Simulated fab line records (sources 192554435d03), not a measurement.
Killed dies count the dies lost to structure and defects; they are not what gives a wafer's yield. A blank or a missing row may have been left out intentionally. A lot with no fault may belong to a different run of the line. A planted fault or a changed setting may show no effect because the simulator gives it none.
Which of the tools did it? -- flow n5-finfet -- 12 lots, 36 wafers sampled, at 2 steps of a route of 1938

WHAT THE GAUGES READ, wafer by wafer
N5_BEOL_M12_CD_MEAS_28 targets a cd of 160.2 nm. Usual: cd-nm reads 160.2 nm (standard deviation 1.6).
lot,measured,on,cd-nm (nm),flag
L423,day 11 13:59,cd-sem-01,161.6 158.8 161.5,
L425,day 12 07:37,cd-sem-01,160.3 160.3 161.5,
L426,day 12 07:49,cd-sem-03,159.6 157.6 160.2,
L430,day 12 19:10,cd-sem-01,160.2 161.8 160.7,
L431,day 13 04:11,cd-sem-02,161.5 160.6 158.8,
L433,day 13 12:10,cd-sem-01,162.0 161.1 162.2,
L432,day 13 20:27,cd-sem-02,158.1 158.6 156.4,
L435,day 13 23:14,cd-sem-02,160.5 160.4 159.0,
L434,day 14 04:51,cd-sem-03,157.3 159.5 156.3,
L436,day 15 00:00,cd-sem-03,160.0 161.1 158.8,
L442,day 15 21:56,cd-sem-02,160.5 160.7 162.9,
L445,day 17 01:40,cd-sem-02,161.9 161.9 162.2,

N5_BEOL_M12_OVL_MEAS_29. Usual: for M12_OVL the level is 1 nm and the standard deviation is 5.5.
lot,measured,on,M12_OVL (nm),flag
L423,day 11 14:01,overlay-02,3 -2 2,
L425,day 12 07:38,overlay-01,12 4 9,
L426,day 12 07:50,overlay-02,-2 1 0,
L430,day 12 19:12,overlay-02,-3 -3 5,
L431,day 13 04:13,overlay-02,-2 1 -3,
L433,day 13 12:12,overlay-02,-5 -2 -7,
L432,day 13 20:29,overlay-01,-7 0 -6,
L435,day 13 23:16,overlay-01,-10 -2 -7,
L434,day 14 04:53,overlay-02,-10 2 -3,
L436,day 15 00:02,overlay-02,-2 8 1,
L442,day 15 21:58,overlay-02,2 -2 -7,
L445,day 17 01:41,overlay-02,3 1 8,

WHAT TOOL EACH LOT RAN ON (gives the tool, then ch and the chambers of the sampled wafers, and finally the start)
Record: no process step prior to these readings.

AS READ BY THE TOOLS THEMSELVES (means over the sampled wafers that have a number; for cases with no such wafer, the mark the record gives instead)
The record holds no such reading with a usual standard deviation.

THE ANSWER, worked out from the rows above alone
Rule: take the mean of a lot's wafers that have a number; if it is more than 3 standard deviations from the usual mean, the lot is off. A lot without any number at a reading at which 4 lots or more have one is off too. The other lots that the step has rows for count as sound. The gauges are gone through in route order, then the tools' own readings, and for those a lot's mean is taken as printed above. The first step at which some lot is off is used, and at that step the reading that is off furthest; a lot without a number counts as furthest.
None of the lots is off at any reading shown; this tells nothing.

WHAT HAD BEEN PUT IN BY THE SIMULATOR
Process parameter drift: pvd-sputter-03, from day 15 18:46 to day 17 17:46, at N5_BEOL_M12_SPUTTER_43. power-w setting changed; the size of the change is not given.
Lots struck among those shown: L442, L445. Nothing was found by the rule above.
